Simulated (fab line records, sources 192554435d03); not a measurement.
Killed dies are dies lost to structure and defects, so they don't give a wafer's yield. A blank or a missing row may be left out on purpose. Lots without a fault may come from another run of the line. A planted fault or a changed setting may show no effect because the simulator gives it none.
fab line records | flow n5_finfet
record lots=24 wafers=72 last_day=21
route steps=1938 shown BEOL_M2@877
lots that met no fault: from a run of the same line without faults
start_h: hours from the record's first day to the start of the lot's first wafer shown | wait_h: hours since the lot's step before | " the same as in the row above | L1.1+2: a row that stands for several wafers | - no value, or no start given | * or withheld: withheld | < > ~ a bound
route shown NAME@n: a module of which the file shows steps, and the number in the route of the first | usual: mean/standard deviation of fault-free wafers | same: alike in all rows | chamber/n: place in a boat | sites: the reading at each site | _std_site: their standard deviation | _edge_site: outer sites' mean less inner sites' | radius_mm: how far each site lies from the wafer's centre | mask NAME#n: copy n | behind: the tool/chamber that last shaped the wafer | hold: why the lot was held/for how many hours/how that ended | device: the transistor (n, p or np) that didn't switch | end of line: the same wafers' tests at the end of the route | a step without rows: its recipe alone | killed: dies lost to structure and defects at the first sort, not the wafer's yield | map: a wafer's dies, x killed, . not, _ none there
set.NAME: the setting as run; set.NAME@STEP: as run at that earlier step | model.NAME: the simulator's own value behind a step, which no gauge read
steps of the route over a sample of lots; a table a step, a row a wafer
services: from which hour (start_h, from the record's first day; less than 0 if before it) a tool's chamber was out of use, for how many hours, and why
## steps
# step N5_BEOL_M2_OVL_MEAS_29
# recipe points_per_wafer=522
# usual V1_OVL=0.3/0.63
# same points_per_wafer=522
# columns lot.wafer tool chamber start_h wait_h V1_OVL[nm]
L074.3 overlay-02 0 130.34 0.0 0.1
L074.4 " 0 " " 0.1
L074.6 " 0 " " -1.0
L075.1 overlay-01 0 133.59 0.0 1.0
L075.3 " 0 " " 1.2
L075.6 " 0 " " 0.3
L076.1 overlay-01 0 145.39 0.0 0.5
L076.4 " 0 " " 0.1
L076.6 " 0 " " -0.4
L077.3 overlay-01 0 160.67 0.0 0.7
L077.5 " 0 " " 0.4
L077.6 " 0 " " -0.3
L078.2 overlay-01 0 164.07 0.0 0.2
L078.4 " 0 " " 0.6
L078.6 " 0 " " 0.6
L079.2 overlay-01 0 176.82 0.0 -0.3
L079.3 " 0 " " 1.4
L079.4 " 0 " " 1.3
L080.2 overlay-01 0 184.40 0.0 0.5
L080.3 " 0 " " -0.4
L080.5 " 0 " " -0.4
L081.1 overlay-01 0 185.98 0.0 0.6
L081.2 " 0 " " 0.1
L081.5 " 0 " " 0.3
L083.2 overlay-01 0 187.55 0.0 -0.1
L083.3 " 0 " " 0.2
L083.4 " 0 " " 0.3
L082.2 overlay-01 0 188.03 0.0 0.2
L082.5 " 0 " " 1.1
L082.6 " 0 " " 0.5
L084.2 overlay-01 0 207.66 0.0 -0.2
L084.4 " 0 " " -0.7
L084.5 " 0 " " 0.3
L085.1 overlay-01 0 208.07 0.0 -0.1
L085.2 " 0 " " 0.2
L085.3 " 0 " " 0.2
L086.3 overlay-01 0 208.14 0.0 0.2
L086.4 " 0 " " 1.0
L086.5 " 0 " " -0.1
L088.3 overlay-01 0 215.32 0.0 0.0
L088.5 " 0 " " 0.8
L088.6 " 0 " " 1.3
L087.2 overlay-01 0 221.23 0.0 0.4
L087.3 " 0 " " 0.2
L087.5 " 0 " " 0.2
L089.2 overlay-01 0 224.41 0.0 -0.2
L089.4 " 0 " " 0.2
L089.6 " 0 " " -0.3
L090.2 overlay-01 0 237.70 0.0 0.5
L090.4 " 0 " " 0.1
L090.5 " 0 " " 0.5
L091.1 overlay-01 0 240.79 0.0 0.7
L091.2 " 0 " " 0.9
L091.4 " 0 " " 0.2
L092.1 overlay-01 0 253.59 0.0 1.5
L092.4 " 0 " " 1.5
L092.6 " 0 " " 0.3
L093.1 overlay-01 0 256.41 0.0 -0.8
L093.5 " 0 " " 0.7
L093.6 " 0 " " -0.3
L094.2 overlay-01 0 261.66 0.0 -0.1
L094.3 " 0 " " -0.4
L094.4 " 0 " " 1.1
L097.1 overlay-01 0 273.15 0.0 -0.2
L097.2 " 0 " " 0.6
L097.4 " 0 " " -0.1
L095.2 overlay-01 0 273.58 0.0 0.2
L095.3 " 0 " " -0.5
L095.5 " 0 " " -1.1
L096.2 overlay-01 0 274.90 0.0 0.0
L096.3 " 0 " " 1.2
L096.4 " 0 " " -0.3
# step N5_BEOL_M2_ETCH_77
# recipe chemistry=N2/H2 target=underlayer target_depth_a=65 mask_material=CAR-EUV time_s=5.2 ion_energy_ev=200 pressure_mtorr=30 source_w=840 bias_w=150 n2_flow_sccm=200 h2_flow_sccm=200 ends=cleared
# usual drypump_motor_current_A=5.6/0.51 etch_rf_on_time_s=5.26/0.14 oes_product_au=0.67/0.073 rf_vpp_V=523.8/2.3 showerhead_plenum_p_Torr=2.54/0.077 throttle_valve_pct=17.66/0.24
# columns lot.wafer tool chamber start_h wait_h drypump_motor_current_A etch_rf_on_time_s oes_product_au rf_hours_counter_h rf_vpp_V showerhead_plenum_p_Torr throttle_valve_pct
L074.3 rie_diel-04 1 130.45 0.0 6.4 5.05 0.79 19 524.1 2.62 17.91
L074.4 " 3 " " 6.5 5.21 0.61 - 525.3 2.62 17.58
L074.6 " 1 " " 6.4 5.07 0.78 - 522.9 2.61 17.90
L075.1 rie_diel-05 0 133.72 0.0 5.2 5.38 0.68 88 523.3 2.56 17.61
L075.3 " 2 " " 5.4 5.13 0.66 123 524.7 2.54 17.41
L075.6 " 2 " " 5.4 5.10 0.67 - 525.9 2.54 17.46
L076.1 rie_diel-05 2 145.51 0.0 5.3 5.10 0.68 126 525.7 2.54 17.43
L076.4 " 0 " " 5.3 5.39 0.67 92 525.0 2.56 17.58
L076.6 " 2 " " 5.4 5.10 0.67 - 522.5 2.54 17.43
L077.3 rie_diel-05 3 160.79 0.0 5.3 5.33 0.80 11 522.7 2.49 17.60
L077.5 " 0 " " 5.3 5.34 0.67 - 527.2 2.56 17.60
L077.6 " 1 " " 6.4 5.44 0.74 - 520.0 2.49 17.45
L078.2 rie_diel-04 1 164.20 0.0 6.4 5.14 0.76 27 523.9 2.61 17.95
L078.4 " 0 " " 5.8 5.27 0.58 220 523.1 2.49 17.57
L078.6 " 3 " " 6.5 5.16 0.62 - 526.9 2.61 17.59
L079.2 rie_diel-05 3 176.94 0.0 5.3 5.38 0.78 15 521.4 2.49 17.60
L079.3 " 0 " " 5.2 5.34 0.67 99 524.4 2.56 17.59
L079.4 " 2 " " 5.4 5.13 0.66 135 523.7 2.54 17.45
L080.2 rie_diel-01 0 184.52 0.0 5.5 5.33 0.61 190 523.7 2.53 17.89
L080.3 " 1 " " 5.1 5.26 0.62 159 525.4 2.69 18.07
L080.5 " 1 " " 5.1 5.37 0.62 - 528.8 2.69 18.07
L081.1 rie_diel-01 0 186.15 0.0 5.5 5.21 0.62 191 524.3 2.53 17.89
L081.2 " 2 " " 5.2 5.14 0.61 231 518.8 2.40 17.57
L081.5 " 1 " " 5.1 5.22 0.64 - 525.8 2.69 18.07
L083.2 rie_diel-05 2 187.67 0.0 5.4 5.10 0.67 137 522.1 2.54 17.44
L083.3 " 1 " " 6.4 5.48 0.72 34 522.0 2.49 17.44
L083.4 " 3 " " 5.3 5.34 0.80 17 522.6 2.49 17.59
L082.2 rie_diel-04 2 188.16 0.0 4.9 5.56 0.61 144 523.4 2.55 17.50
L082.5 " 1 " " 6.3 5.08 0.76 - 523.2 2.61 17.96
L082.6 " 2 " " 4.9 5.56 0.63 - 524.1 2.55 17.48
L084.2 rie_diel-01 0 207.79 0.0 5.5 5.28 0.61 199 523.0 2.53 17.94
L084.4 " 1 " " 5.1 5.25 0.62 167 527.0 2.69 18.08
L084.5 " 2 " " 5.2 5.18 0.59 - 519.9 2.39 17.59
L085.1 rie_diel-01 0 208.21 0.0 5.5 5.33 0.60 199 522.8 2.53 17.88
L085.2 " 3 " " 5.7 5.18 0.73 67 521.1 2.49 17.49
L085.3 " 2 " " 5.2 5.18 0.59 239 519.7 2.39 17.58
L086.3 rie_diel-01 2 208.32 0.0 5.3 5.16 0.59 239 519.8 2.39 17.60
L086.4 " 0 " " 5.5 5.34 0.60 199 525.0 2.53 17.89
L086.5 " 2 " " 5.2 5.23 0.59 - 520.1 2.39 17.57
L088.3 rie_diel-05 1 215.44 0.0 6.4 5.47 0.71 43 523.3 2.49 17.48
L088.5 " 3 " " 5.3 5.30 0.79 - 524.7 2.49 17.62
L088.6 " 2 " " 5.4 5.08 0.66 - 522.6 2.53 17.45
L087.2 rie_diel-04 3 221.35 0.0 6.6 5.18 0.60 216 525.8 2.61 17.62
L087.3 " 0 " " 5.8 5.19 0.58 238 523.2 2.48 17.59
L087.5 " 3 " " 6.6 5.15 0.60 - 526.7 2.61 17.59
L089.2 rie_diel-01 1 224.67 0.0 5.1 5.26 0.62 172 527.7 2.69 18.10
L089.4 " 0 " " 5.5 5.28 0.59 202 523.3 2.53 17.92
L089.6 " 0 " " 5.5 5.32 0.60 - 524.5 2.53 17.90
L090.2 rie_diel-04 1 237.82 0.0 6.4 5.14 0.73 49 528.8 2.60 17.99
L090.4 " 3 " " 6.5 5.17 0.61 223 524.9 2.60 17.64
L090.5 " 0 " " 5.8 5.25 0.58 - 523.0 2.48 17.59
L091.1 rie_diel-05 1 241.14 0.0 6.4 5.53 0.70 51 522.9 2.48 17.46
L091.2 " 3 " " 5.3 5.27 0.76 35 522.7 2.48 17.63
L091.4 " 2 " " 5.3 5.04 0.65 155 523.3 2.53 17.49
L092.1 rie_diel-01 3 254.13 0.0 5.6 5.17 0.71 85 519.5 2.48 17.55
L092.4 " 3 " " 5.6 5.18 0.70 - 519.1 2.48 17.53
L092.6 " 1 " " 5.1 5.13 0.63 - 527.8 2.68 18.12
L093.1 rie_diel-01 0 256.54 0.0 5.5 5.19 0.59 219 525.4 2.52 17.95
L093.5 " 0 " " 5.5 5.19 0.59 - 522.7 2.52 17.95
L093.6 " 1 " " 5.1 5.19 0.62 - 524.5 2.68 18.14
L094.2 rie_diel-01 0 261.97 0.0 5.5 5.34 0.58 221 523.2 2.52 17.93
L094.3 " 1 " " 5.1 5.23 0.62 192 526.3 2.68 18.14
L094.4 " 2 " " 5.2 5.16 0.83 2 527.3 2.71 17.21
L097.1 rie_diel-01 2 273.28 0.0 5.3 5.12 0.81 7 529.2 2.71 17.24
L097.2 " 3 " " 5.7 5.18 0.69 94 520.1 2.48 17.58
L097.4 " 1 " " 5.1 5.18 0.61 198 526.7 2.68 18.16
L095.2 rie_diel-05 2 273.70 0.0 5.4 5.04 0.64 168 524.1 2.52 17.49
L095.3 " 3 " " 5.3 5.36 0.75 47 522.4 2.48 17.64
L095.5 " 1 " " 6.4 5.55 0.69 - 523.5 2.48 17.49
L096.2 rie_diel-04 3 275.02 0.0 6.6 5.22 0.58 240 527.2 2.60 17.63
L096.3 " 1 " " 6.4 5.10 0.72 66 523.5 2.60 18.00
L096.4 " 2 " " 4.9 5.57 0.60 176 523.4 2.54 17.54
# step N5_BEOL_M2_ETCH_70
# recipe chemistry=N2/H2 target=SOC target_depth_a=800 overetch_a=240 mask_material=SiARC temp_c=40 time_s=130 ion_energy_ev=200 pressure_mtorr=30 source_w=840 bias_w=150 n2_flow_sccm=200 h2_flow_sccm=200
# usual drypump_motor_current_A=5.6/0.54 oes_product_au=0.57/0.057 rf_vpp_V=523.5/1.8 showerhead_plenum_p_Torr=2.53/0.07 throttle_valve_pct=17.62/0.24
# columns lot.wafer tool chamber start_h wait_h drypump_motor_current_A oes_product_au rf_hours_counter_h rf_vpp_V showerhead_plenum_p_Torr throttle_valve_pct
L074.3 rie_diel-01 0 168.71 0.0 5.5 0.53 185 523.3 2.53 17.84
L074.4 " 3 " " 5.7 0.63 53 521.8 2.50 17.46
L074.6 " 3 " " 5.7 0.64 - 522.3 2.50 17.46
L075.1 rie_diel-01 0 178.52 0.0 5.5 0.53 188 523.9 2.53 17.85
L075.3 " 1 " " 5.0 0.55 156 527.7 2.69 18.02
L075.6 " 3 " " 5.6 0.63 - 521.7 2.50 17.45
L076.1 rie_diel-04 2 186.09 0.0 4.9 0.56 143 524.3 2.55 17.44
L076.4 " 2 " " 4.9 0.56 - 524.1 2.55 17.43
L076.6 " 3 " " 6.6 0.53 - 525.7 2.61 17.56
L077.3 rie_diel-04 2 194.53 0.0 4.9 0.56 145 524.4 2.55 17.45
L077.5 " 2 " " 4.9 0.56 - 523.6 2.55 17.45
L077.6 " 1 " " 6.4 0.64 - 526.0 2.61 17.89
L078.2 rie_diel-05 3 201.01 0.0 5.3 0.69 20 521.6 2.49 17.55
L078.4 " 1 " " 6.4 0.63 38 523.0 2.49 17.42
L078.6 " 0 " " 5.3 0.59 - 523.1 2.56 17.58
L079.2 rie_diel-04 0 207.68 0.0 5.7 0.50 233 524.0 2.48 17.54
L079.3 " 2 " " 4.9 0.55 148 523.4 2.55 17.44
L079.4 " 2 " " 4.9 0.55 - 524.5 2.55 17.46
L080.2 rie_diel-01 3 212.45 0.0 5.7 0.62 68 521.2 2.49 17.49
L080.3 " 2 " " 5.3 0.51 240 519.8 2.39 17.54
L080.5 " 2 " " 5.3 0.51 - 521.4 2.39 17.57
L081.1 rie_diel-04 0 216.10 0.0 5.7 0.50 236 521.6 2.48 17.56
L081.2 " 1 " " 6.3 0.64 41 523.8 2.61 17.93
L081.5 " 1 " " 6.3 0.64 - 525.2 2.61 17.90
L083.2 rie_diel-01 2 217.06 0.0 5.2 0.51 242 519.9 2.39 17.56
L083.3 " 3 " " 5.6 0.61 70 522.7 2.49 17.50
L083.4 " 0 " " 5.5 0.52 200 523.8 2.53 17.85
L082.2 rie_diel-05 3 222.56 0.0 5.3 0.68 27 522.0 2.48 17.58
L082.5 " 3 " " 5.3 0.68 - 522.9 2.48 17.58
L082.6 " 0 " " 5.3 0.58 - 523.6 2.55 17.57
L084.2 rie_diel-01 0 230.46 0.0 5.5 0.52 205 522.5 2.53 17.88
L084.4 " 1 " " 5.1 0.54 - 525.2 2.69 18.07
L084.5 " 0 " " 5.5 0.52 - 522.6 2.53 17.88
L085.1 rie_diel-01 3 235.07 0.0 5.7 0.61 74 522.3 2.49 17.48
L085.2 " 1 " " 5.1 0.53 177 525.7 2.69 18.07
L085.3 " 2 " " 5.2 0.51 248 520.9 2.39 17.56
L086.3 rie_diel-05 2 235.56 0.0 5.4 0.55 153 523.2 2.53 17.43
L086.4 " 1 " " 6.4 0.62 49 522.1 2.48 17.42
L086.5 " 1 " " 6.4 0.63 - 522.0 2.49 17.44
L088.3 rie_diel-04 1 244.93 0.0 6.4 0.63 52 523.8 2.60 17.95
L088.5 " 0 " " 5.8 0.50 - 523.0 2.47 17.57
L088.6 " 3 " " 6.6 0.51 - 525.0 2.60 17.59
L089.2 rie_diel-01 0 245.48 0.0 5.5 0.52 212 522.4 2.52 17.90
L089.4 " 0 " " 5.5 0.52 - 524.2 2.52 17.89
L089.6 " 1 " " 5.1 0.54 - 527.1 2.68 18.08
L087.2 rie_diel-04 1 261.34 0.0 6.3 0.62 58 525.2 2.60 17.94
L087.3 " 2 " " 4.9 0.54 168 522.6 2.54 17.48
L087.5 " 1 " " 6.4 0.62 - 524.8 2.60 17.96
L091.1 rie_diel-04 2 276.16 0.0 4.9 0.53 176 523.3 2.54 17.50
L091.2 " 1 " " 6.3 0.61 66 524.1 2.59 17.95
L091.4 " 0 " " 5.7 0.72 1 522.7 2.47 17.14
L090.2 rie_diel-05 1 276.20 0.0 6.4 0.61 65 520.4 2.48 17.45
L090.4 " 2 " " 5.4 0.55 168 524.0 2.52 17.45
L090.5 " 0 " " 5.3 0.57 - 523.2 2.54 17.63
L092.1 rie_diel-05 1 287.74 0.0 6.4 0.60 68 522.2 2.48 17.47
L092.4 " 0 " " 5.2 0.56 135 524.1 2.54 17.61
L092.6 " 2 " " 5.4 0.54 - 525.0 2.52 17.44
L093.1 rie_diel-04 1 287.86 0.0 6.4 0.61 72 523.3 2.59 17.96
L093.5 " 2 " " 4.9 0.53 - 525.2 2.54 17.50
L093.6 " 1 " " 6.4 0.61 - 525.1 2.59 17.97
L094.2 rie_diel-04 0 310.98 0.0 5.8 0.68 16 522.5 2.47 17.16
L094.3 " 2 " " 4.9 0.53 191 525.3 2.53 17.53
L094.4 " 2 " " 4.9 0.52 - 524.0 2.53 17.53
L097.1 rie_diel-04 0 313.92 0.0 5.7 0.67 17 522.6 2.47 17.18
L097.2 " 1 " " 6.4 0.61 83 527.1 2.59 18.00
L097.4 " 1 " " 6.3 0.60 - 525.0 2.59 17.98
L095.2 rie_diel-05 1 314.04 0.0 6.4 0.60 77 521.7 2.47 17.49
L095.3 " 0 " " 5.2 0.56 143 523.1 2.54 17.65
L095.5 " 1 " " 6.4 0.60 - 523.3 2.47 17.47
L096.2 rie_diel-04 0 316.58 0.0 5.8 0.67 18 522.5 2.47 17.18
L096.3 " 1 " " 6.3 0.61 84 523.1 2.59 17.99
L096.4 " 0 " " 5.8 0.67 - 522.5 2.47 17.18
# step N5_BEOL_M2_VIA_ETCH_34
# recipe chemistry=C4F6/O2 target_depth_a=694 mask_material=SOC pressure_mtorr=15 ion_energy_ev=250 taper_deg=4 time_s=65.9 source_w=350 bias_w=170 Ar_flow_sccm=300 C4F6_flow_sccm=10 O2_flow_sccm=10
# usual drypump_motor_current_A=5.6/0.54 oes_product_au=0.78/0.082 rf_vpp_V=672/19 showerhead_plenum_p_Torr=2.84/0.06 throttle_valve_pct=30.58/0.24
# columns lot.wafer tool chamber start_h wait_h drypump_motor_current_A oes_product_au rf_hours_counter_h rf_vpp_V showerhead_plenum_p_Torr throttle_valve_pct
L074.3 rie_diel-01 0 168.82 0.0 5.5 0.71 185 684 2.85 30.89
L074.4 " 3 " " 5.6 0.85 53 641 2.76 30.10
L074.6 " 3 " " 5.6 0.84 - 641 2.76 30.11
L075.1 rie_diel-01 0 178.62 0.0 5.5 0.71 188 683 2.85 30.89
L075.3 " 1 " " 5.1 0.75 156 676 2.96 30.68
L075.6 " 3 " " 5.6 0.85 - 639 2.76 30.10
L076.1 rie_diel-04 2 186.20 0.0 4.9 0.74 143 690 2.86 30.45
L076.4 " 2 " " 4.9 0.73 - 690 2.86 30.46
L076.6 " 3 " " 6.6 0.71 - 631 2.90 30.10
L077.3 rie_diel-04 2 194.64 0.0 4.9 0.74 145 689 2.86 30.45
L077.5 " 2 " " 4.9 0.74 - 690 2.86 30.44
L077.6 " 1 " " 6.3 0.89 - 694 2.91 30.90
L078.2 rie_diel-05 3 201.12 0.0 5.2 0.94 20 688 2.79 30.44
L078.4 " 1 " " 6.4 0.86 38 644 2.80 30.54
L078.6 " 0 " " 5.3 0.78 - 669 2.86 30.58
L079.2 rie_diel-04 0 207.78 0.0 5.7 0.68 233 672 2.84 30.70
L079.3 " 2 " " 4.9 0.73 148 688 2.86 30.45
L079.4 " 2 " " 4.9 0.73 - 690 2.86 30.46
L080.2 rie_diel-01 3 212.55 0.0 5.6 0.84 68 640 2.76 30.12
L080.3 " 2 " " 5.2 0.69 240 667 2.72 30.69
L080.5 " 2 " " 5.2 0.69 - 665 2.72 30.69
L081.1 rie_diel-04 0 216.20 0.0 5.8 0.68 237 672 2.84 30.69
L081.2 " 1 " " 6.4 0.88 41 693 2.90 30.91
L081.5 " 1 " " 6.4 0.89 - 693 2.90 30.91
L083.2 rie_diel-01 2 217.17 0.0 5.2 0.68 242 666 2.72 30.69
L083.3 " 3 " " 5.6 0.83 70 640 2.76 30.13
L083.4 " 0 " " 5.5 0.71 200 683 2.84 30.90
L082.2 rie_diel-05 3 222.67 0.0 5.2 0.92 27 688 2.79 30.42
L082.5 " 3 " " 5.2 0.93 - 688 2.79 30.44
L082.6 " 0 " " 5.3 0.79 - 669 2.86 30.58
L084.2 rie_diel-01 0 230.57 0.0 5.5 0.71 205 683 2.84 30.91
L084.4 " 1 " " 5.1 0.73 - 675 2.96 30.70
L084.5 " 0 " " 5.5 0.71 - 684 2.84 30.91
L085.1 rie_diel-01 3 235.17 0.0 5.6 0.83 74 641 2.76 30.13
L085.2 " 1 " " 5.1 0.73 177 677 2.95 30.69
L085.3 " 2 " " 5.3 0.69 248 666 2.71 30.70
L086.3 rie_diel-05 2 235.66 0.0 5.4 0.75 154 678 2.87 30.63
L086.4 " 1 " " 6.4 0.82 49 642 2.79 30.55
L086.5 " 1 " " 6.4 0.83 - 642 2.79 30.53
L088.3 rie_diel-04 1 245.04 0.0 6.4 0.87 52 692 2.90 30.92
L088.5 " 0 " " 5.8 0.66 - 673 2.83 30.68
L088.6 " 3 " " 6.5 0.70 - 631 2.90 30.13
L089.2 rie_diel-01 0 245.59 0.0 5.5 0.70 212 684 2.84 30.91
L089.4 " 0 " " 5.5 0.70 - 682 2.83 30.92
L089.6 " 1 " " 5.1 0.72 - 675 2.95 30.70
L087.2 rie_diel-04 1 261.45 0.0 6.4 0.86 59 695 2.89 30.92
L087.3 " 2 " " 4.9 0.72 168 688 2.85 30.48
L087.5 " 1 " " 6.3 0.85 - 694 2.89 30.91
L091.1 rie_diel-04 2 276.26 0.0 4.9 0.71 176 689 2.84 30.51
L091.2 " 1 " " 6.3 0.84 66 692 2.89 30.94
L091.4 " 0 " " 5.8 1.00 1 672 2.83 30.49
L090.2 rie_diel-05 1 276.30 0.0 6.4 0.82 65 642 2.79 30.56
L090.4 " 2 " " 5.4 0.75 168 677 2.87 30.65
L090.5 " 0 " " 5.2 0.76 - 668 2.85 30.61
L092.1 rie_diel-05 1 287.84 0.0 6.4 0.81 68 643 2.78 30.57
L092.4 " 0 " " 5.3 0.76 135 669 2.85 30.61
L092.6 " 2 " " 5.4 0.74 - 679 2.86 30.65
L093.1 rie_diel-04 1 287.97 0.0 6.4 0.83 72 694 2.89 30.94
L093.5 " 2 " " 4.9 0.72 - 689 2.84 30.50
L093.6 " 1 " " 6.4 0.83 - 693 2.89 30.93
L094.2 rie_diel-04 0 311.09 0.0 5.7 0.93 16 673 2.82 30.50
L094.3 " 2 " " 4.9 0.70 191 690 2.84 30.50
L094.4 " 2 " " 4.9 0.70 - 689 2.84 30.50
L097.1 rie_diel-04 0 314.03 0.0 5.7 0.92 17 671 2.82 30.49
L097.2 " 1 " " 6.4 0.81 83 693 2.88 30.94
L097.4 " 1 " " 6.3 0.83 - 691 2.88 30.94
L095.2 rie_diel-05 1 314.14 0.0 6.4 0.80 77 641 2.78 30.57
L095.3 " 0 " " 5.3 0.76 143 668 2.84 30.63
L095.5 " 1 " " 6.4 0.80 - 641 2.78 30.60
L096.2 rie_diel-04 0 316.69 0.0 5.7 0.92 18 673 2.82 30.50
L096.3 " 1 " " 6.4 0.82 84 693 2.88 30.96
L096.4 " 0 " " 5.7 0.92 - 670 2.82 30.51
# step N5_BEOL_M2_SURFACE_TREAT_85
# recipe gas=Ar time_s=* ion_energy_ev=* ion_current_ma_cm2=0.5 pressure_mtorr=* ar_flow_sccm=30
# usual ar_flow_sccm=30.00/0.087 throttle_valve_pct=*
# columns lot.wafer tool chamber start_h wait_h ar_flow_sccm throttle_valve_pct
L074.3 pvd_sputter-02 - 170.00 0.1 29.98 *
L074.4 " - " " 29.96 *
L074.6 " - " " 29.90 *
L075.1 pvd_sputter-02 - 179.77 0.2 30.06 *
L075.3 " - " " 30.09 *
L075.6 " - " " 30.05 *
L076.1 pvd_sputter-02 - 189.26 1.5 29.94 *
L076.4 " - " " 29.99 *
L076.6 " - " " 29.88 *
L077.3 pvd_sputter-03 - 195.49 0.2 30.06 *
L077.5 " - " " 30.09 *
L077.6 " - " " 30.05 *
L078.2 pvd_sputter-02 - 202.35 0.2 30.12 *
L078.4 " - " " 29.94 *
L078.6 " - " " 30.01 *
L079.2 pvd_sputter-01 - 212.59 0.2 30.05 *
L079.3 " - " " 30.14 *
L079.4 " - " " 30.00 *
L080.2 pvd_sputter-03 - 213.61 0.1 30.09 *
L080.3 " - " " 30.05 *
L080.5 " - " " 29.88 *
L081.1 pvd_sputter-03 - 217.17 0.1 29.93 *
L081.2 " - " " 30.01 *
L081.5 " - " " 29.80 *
L083.2 pvd_sputter-02 - 218.07 0.2 30.05 *
L083.3 " - " " 30.06 *
L083.4 " - " " 30.05 *
L082.2 pvd_sputter-01 - 224.23 0.2 29.95 *
L082.5 " - " " 30.03 *
L082.6 " - " " 29.96 *
L084.2 pvd_sputter-02 - 231.76 0.2 29.94 *
L084.4 " - " " 29.91 *
L084.5 " - " " 30.02 *
L085.1 pvd_sputter-02 - 236.56 0.2 30.16 *
L085.2 " - " " 30.08 *
L085.3 " - " " 29.90 *
L086.3 pvd_sputter-01 - 236.63 0.1 29.81 *
L086.4 " - " " 30.07 *
L086.5 " - " " 29.87 *
L088.3 pvd_sputter-01 - 246.34 0.1 30.00 *
L088.5 " - " " 29.96 *
L088.6 " - " " 30.02 *
L089.2 pvd_sputter-02 - 246.48 0.2 29.89 *
L089.4 " - " " 30.11 *
L089.6 " - " " 29.95 *
L087.2 pvd_sputter-01 - 262.89 0.2 30.08 *
L087.3 " - " " 29.98 *
L087.5 " - " " 30.09 *
L091.1 pvd_sputter-01 - 277.25 0.2 30.01 *
L091.2 " - " " 30.09 *
L091.4 " - " " 30.07 *
L090.2 pvd_sputter-01 - 277.29 0.2 29.88 *
L090.4 " - " " 30.09 *
L090.5 " - " " 29.88 *
L092.1 pvd_sputter-01 - 289.05 0.3 29.93 *
L092.4 " - " " 30.05 *
L092.6 " - " " 29.88 *
L093.1 pvd_sputter-01 - 289.13 0.3 29.76 *
L093.5 " - " " 29.99 *
L093.6 " - " " 29.97 *
L094.2 pvd_sputter-01 - 312.06 0.2 29.88 *
L094.3 " - " " 29.98 *
L094.4 " - " " 29.92 *
L097.1 pvd_sputter-02 - 315.08 0.1 29.96 *
L097.2 " - " " 30.02 *
L097.4 " - " " 30.10 *
L095.2 pvd_sputter-01 - 315.25 0.1 29.95 *
L095.3 " - " " 30.00 *
L095.5 " - " " 30.08 *
L096.2 pvd_sputter-03 - 318.03 0.2 30.17 *
L096.3 " - " " 30.01 *
L096.4 " - " " 30.05 *
# step N5_BEOL_M2_ANNEAL_89
# recipe temp_c=400 time_s=240 ambient=vacuum
# usual heater_power_w=831/83
# columns lot.wafer tool chamber start_h wait_h heater_power_w
L074.3 pvd_sputter-03 - 171.20 0.0 791
L074.4 " - " " 812
L074.6 " - " " 797
L075.1 pvd_sputter-03 - 181.02 0.0 828
L075.3 " - " " 735
L075.6 " - " " 740
L076.1 pvd_sputter-02 - 190.46 0.0 780
L076.4 " - " " 970
L076.6 " - " " 772
L077.3 pvd_sputter-02 - 196.72 0.0 1034
L077.5 " - " " 767
L077.6 " - " " 779
L078.2 pvd_sputter-02 - 205.23 0.0 1011
L078.4 " - " " 799
L078.6 " - " " 781
L079.2 pvd_sputter-02 - 213.80 0.0 777
L079.3 " - " " 969
L079.4 " - " " 790
L080.2 pvd_sputter-01 - 214.85 0.0 844
L080.3 " - " " 845
L080.5 " - " " 841
L081.1 pvd_sputter-01 - 218.42 0.0 843
L081.2 " - " " 801
L081.5 " - " " 789
L083.2 pvd_sputter-02 - 219.47 0.0 1038
L083.3 " - " " 774
L083.4 " - " " 782
L082.2 pvd_sputter-03 - 225.50 0.0 830
L082.5 " - " " 812
L082.6 " - " " 753
L084.2 pvd_sputter-01 - 233.33 0.0 834
L084.4 " - " " 786
L084.5 " - " " 817
L085.1 pvd_sputter-03 - 237.96 0.0 803
L085.2 " - " " 733
L085.3 " - " " 833
L086.3 pvd_sputter-02 - 238.08 0.0 956
L086.4 " - " " 785
L086.5 " - " " 795
L088.3 pvd_sputter-02 - 247.58 0.0 773
L088.5 " - " " 775
L088.6 " - " " 816
L089.2 pvd_sputter-01 - 247.70 0.0 802
L089.4 " - " " 773
L089.6 " - " " 821
L087.2 pvd_sputter-01 - 264.15 0.0 805
L087.3 " - " " 799
L087.5 " - " " 829
L091.1 pvd_sputter-03 - 278.53 0.0 822
L091.2 " - " " 743
L091.4 " - " " 729
L090.2 pvd_sputter-02 - 278.70 0.0 1046
L090.4 " - " " 785
L090.5 " - " " 968
L092.1 pvd_sputter-01 - 290.25 0.0 808
L092.4 " - " " 840
L092.6 " - " " 837
L093.1 pvd_sputter-02 - 290.88 0.0 796
L093.5 " - " " 772
L093.6 " - " " 954
L094.2 pvd_sputter-01 - 313.34 0.0 790
L094.3 " - " " 848
L094.4 " - " " 826
L097.1 pvd_sputter-02 - 316.26 0.0 773
L097.2 " - " " 1019
L097.4 " - " " 962
L095.2 pvd_sputter-01 - 316.54 0.0 806
L095.3 " - " " 825
L095.5 " - " " 851
L096.2 pvd_sputter-01 - 321.02 0.0 830
L096.3 " - " " 836
L096.4 " - " " 793
## services
# columns tool chamber start_h hours kind
pvd_sputter-03 - 106.97 1.1 repair
rie_diel-01 1 110.94 3.2 repair
pvd_sputter-02 - 118.55 0.5 repair
rie_diel-01 - 123.84 1.0 repair
rie_diel-04 0 130.04 8.7 repair
pvd_sputter-03 - 135.19 3.9 repair
pvd_sputter-01 - 147.54 3.7 repair
rie_diel-01 - 147.93 0.5 repair
pvd_sputter-03 - 175.65 1.1 repair
rie_diel-05 - 177.06 2.8 pm
pvd_sputter-02 - 184.70 1.4 repair
rie_diel-05 - 188.93 0.2 repair
rie_diel-04 3 206.48 9.8 repair
rie_diel-01 0 208.40 5.3 repair
rie_diel-05 - 208.65 0.6 repair
rie_diel-01 3 226.33 4.3 repair
rie_diel-05 1 232.14 1.4 repair
rie_diel-04 0 249.99 - clean
rie_diel-04 0 249.99 - consumable_replace:focus_ring
rie_diel-04 0 249.99 21.8 scheduled_down
rie_diel-04 0 249.99 21.8 vent_cycle
rie_diel-04 3 304.27 - clean
rie_diel-04 3 304.27 - consumable_replace:focus_ring
rie_diel-04 3 304.27 19.4 scheduled_down
## key
fault none
